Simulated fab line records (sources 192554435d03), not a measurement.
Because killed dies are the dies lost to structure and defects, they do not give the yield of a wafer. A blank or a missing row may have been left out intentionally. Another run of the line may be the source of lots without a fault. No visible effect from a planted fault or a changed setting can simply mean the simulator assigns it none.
fab line records	flow n5-finfet
record: lots: 7	wafers: 21
route steps=1938 shown ZERO_LAYER@9 WELL_APT@39 FIN_SAQP@120 DUMMY_GATE@224 SD_EPI_N@288
start-h: start of the lot's first displayed wafer, in hours after the record's first day	wait-h: how many hours have passed since the lot's step before this one	" same as the row above	L1.1+2: several wafers, shown together as one row	- value missing, or start not given	* or withheld: withheld	< > ~ a bound
route shown NAME@n: names a module that has steps shown in the file, with the first one's number in the route	usual: the fault-free wafers' mean and standard deviation	same: alike in all rows	chamber/n: place in a boat	sites: each site's reading	_std_site: standard deviation of those values	_edge_site: mean of outer sites minus mean of inner sites	radius-mm: how far each site lies from the wafer's centre	mask NAME#n: copy n	behind: tool/chamber where the wafer was last shaped	hold: why the lot went on hold/how many hours it stayed there/how the hold came to an end	device: whichever transistor did not switch (one of n, p or np)	end of line: the same wafers' tests at the end of the route	step lacking rows: just its recipe	killed: at the first sort, the dies lost to defects and structure; wafer yield is something else	map: shows each die of a wafer: x if killed, . if not, _ if none is there
set.NAME: the setting as run; set.NAME@STEP: as run at that earlier step	model.NAME: the simulator's own value behind a step, which no gauge read
lots run with intentionally changed settings; tables by step, rows by wafer
== steps ==
step: N5_ZERO_LAYER_EXPOSE_08
recipe: mask-id: ZERO	na: 0.55	source-shape: conventional	sigma-outer: 0.8	polarization: unpolarized	defocus-nm: 0	target-cd-nm: 2000	dose-mj: 16.2
lot.wafer	tool	chamber	start-h	wait-h	mask	set.dose-mj
L074.2+3+4	krf-scanner-02	0	12.47	-	ZERO#0	16.2
L076.1+2+4	krf-scanner-01	0	24.47	-	ZERO#0	16.2
L081.1+2+4	krf-scanner-02	0	54.50	-	ZERO#0	16.2
L083.3+4	krf-scanner-01	0	66.48	-	ZERO#0	16.2
L083.6	"	0	"	"	ZERO#0	17.12
L086.2+4+5	krf-scanner-01	0	84.52	-	ZERO#0	16.2
L088.1+3	krf-scanner-02	0	96.60	-	ZERO#0	15.67
L088.4	"	0	"	"	ZERO#0	16.2
L090.2+3+5	krf-scanner-01	0	108.47	-	ZERO#0	16.2
step: N5_ZERO_LAYER_PEB_09
recipe: peb-temp-c: withheld	peb-time-s: *
step: N5_ZERO_LAYER_DEVELOP_10
recipe: develop-time-s: 60	rinse-liquid: diw	dry: air-spin	dev-temp-c: 21
step: N5_ZERO_LAYER_HARDBAKE_23
recipe: temp-c: 130	time-s: 120
step: N5_ZERO_LAYER_CD_MEAS_11
recipe: target-cd-nm: 2000	landing-energy-ev: 500	detector: se-inlens
usual: cd-nm: 2000.0/1.6
lot.wafer	tool	chamber	start-h	wait-h	set.dose-mj@ZERO_LAYER_EXPOSE_08	cd-nm
L074.2	cd-sem-01	0	12.64	-	16.2	2000.8
L074.3	"	0	"	"	16.2	1999.1
L074.4	"	0	"	"	16.2	1998.8
L076.1	cd-sem-02	0	24.65	-	16.2	2000.8
L076.2	"	0	"	"	16.2	2000.8
L076.4	"	0	"	"	16.2	2000.1
L081.1	cd-sem-02	0	54.67	-	16.2	1998.8
L081.2	"	0	"	"	16.2	1998.6
L081.4	"	0	"	"	16.2	1997.9
L083.3	cd-sem-01	0	66.65	-	16.2	1999.1
L083.4	"	0	"	"	16.2	1999.0
L083.6	"	0	"	"	17.12	2010.5
L086.2	cd-sem-02	0	84.69	-	16.2	2001.7
L086.4	"	0	"	"	16.2	2000.6
L086.5	"	0	"	"	16.2	1999.7
L088.1	cd-sem-01	0	96.77	-	15.67	1994.7
L088.3	"	0	"	"	15.67	1995.4
L088.4	"	0	"	"	16.2	2001.2
L090.2	cd-sem-03	0	108.64	-	16.2	1997.9
L090.3	"	0	"	"	16.2	1996.9
L090.5	"	0	"	"	16.2	1998.0
step: N5_ZERO_LAYER_ETCH_18
recipe: chemistry: HBr/Cl2	target: Si	target-depth-a: 1200	time-s: 40	pressure-mtorr: 10	icp-w: 800	bias-w: 75	HBr_flow_sccm: 150	Cl2_flow_sccm: 80
lot.wafer	tool	chamber	start-h	wait-h	set.icp-w	model.ZERO_LAYER.feature-depth-nm	model.etch.depth-nm
L074.2	rie-si-05	2	12.79	0.0	800	118.9	118.9
L074.3	"	3	"	"	938.3	128.2	128.2
L074.4	"	1	"	"	938.3	127	127
L076.1	rie-si-06	2	24.79	0.0	800	119.6	119.6
L076.2	"	0	"	"	911.3	127.8	127.8
L076.4	"	1	"	"	911.3	127	127
L081.1	rie-si-04	1	54.82	0.0	800	119.9	119.9
L081.2	"	0	"	"	800	118.4	118.4
L081.4	"	3	"	"	800	120.6	120.5
L083.3	rie-si-06	0	66.80	0.0	717.9	114.2	114.2
L083.4	"	2	"	"	800	121	121
L083.6	"	0	"	"	717.9	113.6	113.6
L086.2	rie-si-04	0	84.84	0.0	800	119	119
L086.4	"	1	"	"	800	121.5	121.5
L086.5	"	1	"	"	800	120.8	120.8
L088.1	rie-si-05	1	97.31	0.0	800	120.4	120.4
L088.3	"	2	"	"	859.7	125	125
L088.4	"	0	"	"	859.7	126	126
L090.2	rie-si-05	0	109.11	0.1	800	122.1	122.1
L090.3	"	1	"	"	800	121.7	121.7
L090.5	"	3	"	"	800	120.5	120.5
step: N5_WELL_APT_EXPOSE_22
recipe: mask-id: PWELL	na: 0.8	source-shape: conventional	sigma-outer: 0.8	polarization: unpolarized	defocus-nm: 0	target-cd-nm: 200	dose-mj: 23.2
lot.wafer	tool	chamber	start-h	wait-h	mask	set.dose-mj
L074.2+3+4	krf-scanner-02	0	14.51	-	PWELL#0	23.2
L076.1+2	krf-scanner-02	0	27.80	-	PWELL#0	22.33
L076.4	"	0	"	"	PWELL#0	23.2
L081.1+2+4	krf-scanner-01	0	56.56	-	PWELL#0	23.2
L083.3	krf-scanner-01	0	68.58	-	PWELL#0	23.2
L083.4+6	"	0	"	"	PWELL#0	23.98
L086.2+4	krf-scanner-01	0	86.71	-	PWELL#0	22.01
L086.5	"	0	"	"	PWELL#0	23.2
L088.1+4	krf-scanner-01	0	99.20	-	PWELL#0	23.2
L088.3	"	0	"	"	PWELL#0	24.47
L090.2+3+5	krf-scanner-02	0	110.97	-	PWELL#0	23.81
step: N5_WELL_APT_PEB_23
recipe: peb-temp-c: 130	peb-time-s: 90
lot.wafer	tool	chamber	start-h	wait-h	set.peb-time-s
L074.2+3+4	litho-track-02	0	14.56	0.0	90
L076.1+2+4	litho-track-05	0	27.86	0.1	70.53
L081.1+2+4	litho-track-04	0	56.62	0.1	90
L083.3	litho-track-05	0	68.63	0.0	75.56
L083.4+6	"	0	"	"	90
L086.2+4+5	litho-track-02	0	86.76	0.0	80.04
L088.1+3	litho-track-02	0	99.25	0.1	79.96
L088.4	"	0	"	"	90
L090.2+3	litho-track-05	0	111.02	0.0	107.6
L090.5	"	0	"	"	90
step: N5_WELL_APT_DEVELOP_24
recipe: develop-time-s: 45	rinse-liquid: surfactant-rinse	dry: air-spin	dev-temp-c: 21
step: N5_WELL_APT_HARDBAKE_29
recipe: temp-c: 130	time-s: 120
step: N5_WELL_APT_CD_MEAS_25
recipe: target-cd-nm: 200	landing-energy-ev: 500	detector: se-inlens
usual: cd-nm: 200.5/1.5
lot.wafer	tool	chamber	start-h	wait-h	set.dose-mj@WELL_APT_EXPOSE_22	set.peb-time-s@WELL_APT_PEB_23	cd-nm
L074.2	cd-sem-01	0	14.68	-	23.2	90	200.4
L074.3	"	0	"	"	23.2	90	200.1
L074.4	"	0	"	"	23.2	90	201.8
L076.1	cd-sem-02	0	27.97	-	22.33	70.53	181.0
L076.2	"	0	"	"	22.33	70.53	180.3
L076.4	"	0	"	"	23.2	70.53	187.3
L081.1	cd-sem-03	0	56.74	-	23.2	90	201.0
L081.2	"	0	"	"	23.2	90	202.3
L081.4	"	0	"	"	23.2	90	199.3
L083.3	cd-sem-02	0	68.75	-	23.2	75.56	194.7
L083.4	"	0	"	"	23.98	90	207.7
L083.6	"	0	"	"	23.98	90	208.3
L086.2	cd-sem-02	0	86.88	-	22.01	80.04	183.8
L086.4	"	0	"	"	22.01	80.04	184.4
L086.5	"	0	"	"	23.2	80.04	196.3
L088.1	cd-sem-01	0	99.37	-	23.2	79.96	195.8
L088.3	"	0	"	"	24.47	79.96	205.4
L088.4	"	0	"	"	23.2	90	202.6
L090.2	cd-sem-03	0	111.14	-	23.81	107.6	213.4
L090.3	"	0	"	"	23.81	107.6	212.8
L090.5	"	0	"	"	23.81	90	205.3
step: N5_WELL_APT_DESCUM_30
recipe: chemistry: O2	time-s: 7.9	source-power-w: 50	bias-power-w: 20	pressure-mtorr: 20	rf-frequency-hz: 2.712e+07	temp-c: 40	o2-flow-sccm: 225
lot.wafer	tool	chamber	start-h	wait-h	set.dose-mj@WELL_APT_EXPOSE_22	set.peb-time-s@WELL_APT_PEB_23	model.WELL_APT.cd-nm
L074.2	rie-diel-01	3	14.77	0.0	23.2	90	200.3
L074.3	"	1	"	"	23.2	90	200
L074.4	"	0	"	"	23.2	90	201.8
L076.1	rie-diel-06	2	28.06	0.0	22.33	70.53	180.9
L076.2	"	0	"	"	22.33	70.53	180.2
L076.4	"	1	"	"	23.2	70.53	187.3
L081.1	rie-diel-01	2	56.83	0.0	23.2	90	201.4
L081.2	"	0	"	"	23.2	90	202.4
L081.4	"	1	"	"	23.2	90	199.5
L083.3	rie-diel-06	0	68.83	0.0	23.2	75.56	194.6
L083.4	"	0	"	"	23.98	90	207.7
L083.6	"	2	"	"	23.98	90	208.4
L086.2	rie-diel-01	3	86.96	0.0	22.01	80.04	184.2
L086.4	"	2	"	"	22.01	80.04	184.4
L086.5	"	2	"	"	23.2	80.04	196.3
L088.1	rie-diel-01	0	99.46	0.0	23.2	79.96	195.7
L088.3	"	1	"	"	24.47	79.96	205.4
L088.4	"	3	"	"	23.2	90	202.9
L090.2	rie-diel-01	0	111.22	0.0	23.81	107.6	213.2
L090.3	"	2	"	"	23.81	107.6	213
L090.5	"	0	"	"	23.81	90	205.4
step: N5_FIN_SAQP_MANDREL_ETCH_22
recipe: target-depth-a: 600	chemistry: HBr/Cl2	target: a-Si	stop-on: SiNx	bt-time-s: 10	over-etch-frac: 0.5	time-s: 30	pressure-mtorr: 10	icp-w: 800	bias-w: 75	HBr_flow_sccm: 150	Cl2_flow_sccm: 80	ends: end-point
lot.wafer	tool	chamber	start-h	wait-h	set.icp-w	model.SOC_of_FIN_SAQP_COAT_49.thk-nm
L074.2	rie-si-05	2	23.30	0.0	800	75.99
L074.3	"	3	"	"	897.5	75.16
L074.4	"	1	"	"	800	76.09
L076.1	rie-si-04	1	35.21	0.0	921.1	74.83
L076.2	"	2	"	"	921.1	74.5
L076.4	"	0	"	"	800	76.24
L081.1	rie-si-04	3	64.75	0.0	800	76.1
L081.2	"	2	"	"	800	76.12
L081.4	"	0	"	"	800	76.5
L083.3	rie-si-06	3	75.71	0.0	839.1	75.52
L083.4	"	1	"	"	839.1	75.44
L083.6	"	3	"	"	800	75.89
L086.2	rie-si-04	2	93.98	0.0	800	74.96
L086.4	"	3	"	"	800	75.04
L086.5	"	0	"	"	800	75.4
L088.1	rie-si-04	0	106.80	0.0	800	75.37
L088.3	"	2	"	"	891.3	74.37
L088.4	"	3	"	"	891.3	74.19
L090.2	rie-si-04	2	118.81	0.0	800	75.85
L090.3	"	0	"	"	800	76.51
L090.5	"	2	"	"	800	75.34
step: N5_FIN_SAQP_ETCH_65
recipe: chemistry: CF4	target: SiO2	target-depth-a: 40	ion-energy-ev: 350	time-s: 4.4	pressure-mtorr: 10	icp-w: 800	bias-w: 400	cf4-flow-sccm: 80
lot.wafer	tool	chamber	start-h	wait-h	set.time-s	model.etch.depth-nm
L074.2	rie-si-06	1	25.54	0.1	4.4	3.977
L074.3	"	0	"	"	4.778	4.269
L074.4	"	3	"	"	4.778	4.311
L076.1	rie-si-06	2	37.58	0.1	3.934	3.641
L076.2	"	3	"	"	4.4	3.986
L076.4	"	1	"	"	4.4	3.983
L081.1	rie-si-05	3	67.25	0.1	4.4	3.967
L081.2	"	1	"	"	4.4	3.998
L081.4	"	2	"	"	4.4	4.056
L083.3	rie-si-06	0	77.62	0.1	4.804	4.312
L083.4	"	3	"	"	4.804	4.328
L083.6	"	0	"	"	4.4	3.956
L086.2	rie-si-06	1	96.84	0.1	4.4	3.982
L086.4	"	0	"	"	4.4	3.984
L086.5	"	2	"	"	5.199	4.826
L088.1	rie-si-06	0	108.92	0.1	3.884	3.477
L088.3	"	2	"	"	4.4	4.052
L088.4	"	3	"	"	3.884	3.531
L090.2	rie-si-04	1	120.86	0.1	4.4	4.02
L090.3	"	2	"	"	4.4	4.071
L090.5	"	1	"	"	4.4	4
step: N5_FIN_SAQP_FIN_ETCH_36
recipe: chemistry: HBr/Cl2/O2	target-depth-a: 1200	mask-material: SiNx	time-s: 50.4	bias-w: 102	pressure-mtorr: 10	icp-w: 800	HBr_flow_sccm: 150	Cl2_flow_sccm: 80	O2_flow_sccm: 12
lot.wafer	tool	chamber	start-h	wait-h	set.icp-w	model.etch.depth-nm	model.FIN_SAQP.feature-depth-nm
L074.2	rie-si-06	2	27.72	0.0	800	119.4	119.4
L074.3	"	3	"	"	747.3	114.7	114.6
L074.4	"	0	"	"	800	118.1	118
L076.1+2	rie-si-06	1,0	39.35	0.0	800	118.6	118.6
L076.4	"	3	"	"	800	120	120
L081.1	rie-si-06	2	68.97	0.0	800	120.7	120.8
L081.2	"	3	"	"	800	118.7	118.8
L081.4	"	1	"	"	800	119.9	119.8
L083.3	rie-si-04	0	79.42	0.0	800	118.5	118.4
L083.4+6	"	2	"	"	800	120.9	120.8
L086.2	rie-si-05	2	98.74	0.0	872.2	127.2	127.2
L086.4	"	3	"	"	800	121.4	121.4
L086.5	"	0	"	"	872.2	128.6	128.6
L088.1	rie-si-05	1	110.66	0.0	939.9	130.3	130.2
L088.3	"	2	"	"	939.9	130.4	130.4
L088.4	"	3	"	"	800	119.2	119.2
L090.2	rie-si-04	2	122.67	0.0	741.6	117.7	117.8
L090.3	"	1	"	"	800	120.8	120.8
L090.5	"	0	"	"	800	119.2	119.2
step: N5_FIN_SAQP_PRECLEAN_38
recipe: chemistry: O3/DIW	time-s: 45	temp-c: 22	o3-ppm: 10
step: N5_FIN_SAQP_PRECLEAN_45
recipe: chemistry: dHF	time-s: 10	dilution: 500:1	temp-c: 25
step: N5_FIN_SAQP_SRD_39
recipe: dry: ipa-marangoni	time-s: 30	temp-c: 23	rinse-liquid: diw
step: N5_FIN_SAQP_OCD_MEAS_76
usual: trench-depth-nm: 120.0/1.2
lot.wafer	tool	chamber	start-h	wait-h	set.icp-w@FIN_SAQP_FIN_ETCH_36	trench-depth-nm
L074.2	ocd-02	-	28.12	0.0	800	119.0
L074.3	"	-	"	"	747.3	114.5
L074.4	"	-	"	"	800	118.3
L076.1	ocd-02	-	39.57	0.0	800	118.6
L076.2	"	-	"	"	800	118.9
L076.4	"	-	"	"	800	120.1
L081.1	ocd-01	-	69.19	0.0	800	120.8
L081.2	"	-	"	"	800	119.3
L081.4	"	-	"	"	800	119.9
L083.3	ocd-02	-	79.64	0.0	800	118.7
L083.4	"	-	"	"	800	121.1
L083.6	"	-	"	"	800	120.6
L086.2	ocd-02	-	98.97	0.0	872.2	127.7
L086.4	"	-	"	"	800	121.3
L086.5	"	-	"	"	872.2	128.8
L088.1	ocd-01	-	110.87	0.0	939.9	130.2
L088.3	"	-	"	"	939.9	130.5
L088.4	"	-	"	"	800	119.4
L090.2	ocd-02	-	122.92	0.0	741.6	117.7
L090.3	"	-	"	"	800	120.7
L090.5	"	-	"	"	800	119.5
step: N5_DUMMY_GATE_COAT_28
recipe: resist: underlayer	temp-c: 205	time-s: 60	spin-rpm: 1500	resist-thk-nm: 10
lot.wafer	tool	chamber	start-h	wait-h	set.spin-rpm	model.underlayer_of_DUMMY_GATE_COAT_28.thk-nm
L074.2+3+4	litho-track-03	0	-	-	1500	10
L076.1+4	litho-track-01	0	-	-	1391	10.4
L076.2	"	0	"	"	1500	10
L081.1+2+4	litho-track-01	0	-	-	1500	10
L083.3	litho-track-01	0	-	-	1500	10
L083.4+6	"	0	"	"	1625	9.6
L086.2+4+5	litho-track-03	0	-	-	1500	10
L088.1+4	litho-track-01	0	-	-	1500	10
L088.3	"	0	"	"	1594	9.8
L090.2	litho-track-03	0	-	-	1500	10
L090.3+5	"	0	"	"	1576	9.8
step: N5_SD_EPI_N_EPI_21
recipe: material: Si:P	dopant: P	temp-c: 680	pressure-torr: 255	time-s: 690
lot.wafer	tool	chamber	start-h	wait-h	set.temp-c	model.Si-P_of_SD_EPI_N_EPI_21.thk-nm
L074.2	epi-rpcvd-03	0	52.42	0.4	678.2	57.2
L074.3	"	0	"	"	678.2	56.8
L074.4	"	0	"	"	680	58.6
L076.1	epi-rpcvd-02	0	63.80	0.1	680	59.2
L076.2	"	0	"	"	680	59.4
L076.4	"	0	"	"	680	60
L081.1+4	epi-rpcvd-02	0	96.01	0.1	680	59.6
L081.2	"	0	"	"	680	59
L083.3	epi-rpcvd-03	0	104.68	0.7	676.4	55
L083.4	"	0	"	"	680	58.8
L083.6	"	0	"	"	680	58.4
L086.2+5	epi-rpcvd-02	0	122.18	0.4	683.1	61.6
L086.4	"	0	"	"	680	58.4
L088.1+3	epi-rpcvd-04	0	133.96	0.2	680	59.6
L088.4	"	0	135.08	1.2	680	59
L090.2	epi-rpcvd-03	0	147.62	0.4	680	58.8
L090.3	"	0	"	"	680	59.6
L090.5	"	0	"	"	680	59.2
== key ==
split: step: N5_ZERO_LAYER_EXPOSE_08	setting: dose-mj	stated: 16.2	by: wafer
response: step: N5_ZERO_LAYER_CD_MEAS_11	reading: cd-nm	change: +1.99	per: 1%	r: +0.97
split: step: N5_ZERO_LAYER_ETCH_18	setting: icp-w	stated: 800	by: wafer
response: step: N5_ZERO_LAYER_ETCH_18	reading: model.ZERO_LAYER.feature-depth-nm	change: +0.566	per: 1%	r: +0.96
response: step: N5_ZERO_LAYER_ETCH_18	reading: model.etch.depth-nm	change: +0.566	per: 1%	r: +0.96
split: step: N5_WELL_APT_EXPOSE_22	setting: dose-mj	stated: 23.2	by: wafer
response: step: N5_WELL_APT_CD_MEAS_25	reading: cd-nm	slope: +1.91	per: 1%	together-with: peb-time-s@WELL_APT_PEB_23	explained: 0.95
response: step: N5_WELL_APT_DESCUM_30	reading: model.WELL_APT.cd-nm	slope: +1.89	per: 1%	together-with: peb-time-s@WELL_APT_PEB_23	explained: 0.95
split: step: N5_WELL_APT_PEB_23	setting: peb-time-s	stated: 90	by: wafer
response: step: N5_WELL_APT_CD_MEAS_25	reading: cd-nm	slope: +0.45	per: 1%	together-with: dose-mj@WELL_APT_EXPOSE_22	explained: 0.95
response: step: N5_WELL_APT_DESCUM_30	reading: model.WELL_APT.cd-nm	slope: +0.455	per: 1%	together-with: dose-mj@WELL_APT_EXPOSE_22	explained: 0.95
split: step: N5_FIN_SAQP_MANDREL_ETCH_22	setting: icp-w	stated: 800	by: wafer
response: step: N5_FIN_SAQP_MANDREL_ETCH_22	reading: model.SOC_of_FIN_SAQP_COAT_49.thk-nm	change: -0.0922	per: 1%	r: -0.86
split: step: N5_FIN_SAQP_ETCH_65	setting: time-s	stated: 4.4	by: wafer
response: step: N5_FIN_SAQP_ETCH_65	reading: model.etch.depth-nm	change: +0.0425	per: 1%	r: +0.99
split: step: N5_FIN_SAQP_FIN_ETCH_36	setting: icp-w	stated: 800	by: wafer
response: step: N5_FIN_SAQP_FIN_ETCH_36	reading: model.etch.depth-nm	change: +0.613	per: 1%	r: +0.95
response: step: N5_FIN_SAQP_FIN_ETCH_36	reading: model.FIN_SAQP.feature-depth-nm	change: +0.611	per: 1%	r: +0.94
response: step: N5_FIN_SAQP_OCD_MEAS_76	reading: trench-depth-nm	change: +0.62	per: 1%	r: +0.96
split: step: N5_DUMMY_GATE_COAT_28	setting: spin-rpm	stated: 1500	by: wafer
response: step: N5_DUMMY_GATE_COAT_28	reading: model.underlayer_of_DUMMY_GATE_COAT_28.thk-nm	change: -0.0454	per: 1%	r: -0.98
split: step: N5_SD_EPI_N_EPI_21	setting: temp-c	stated: 680	by: wafer
response: step: N5_SD_EPI_N_EPI_21	reading: model.Si-P_of_SD_EPI_N_EPI_21.thk-nm	change: +6.79	per: 1%	r: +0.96
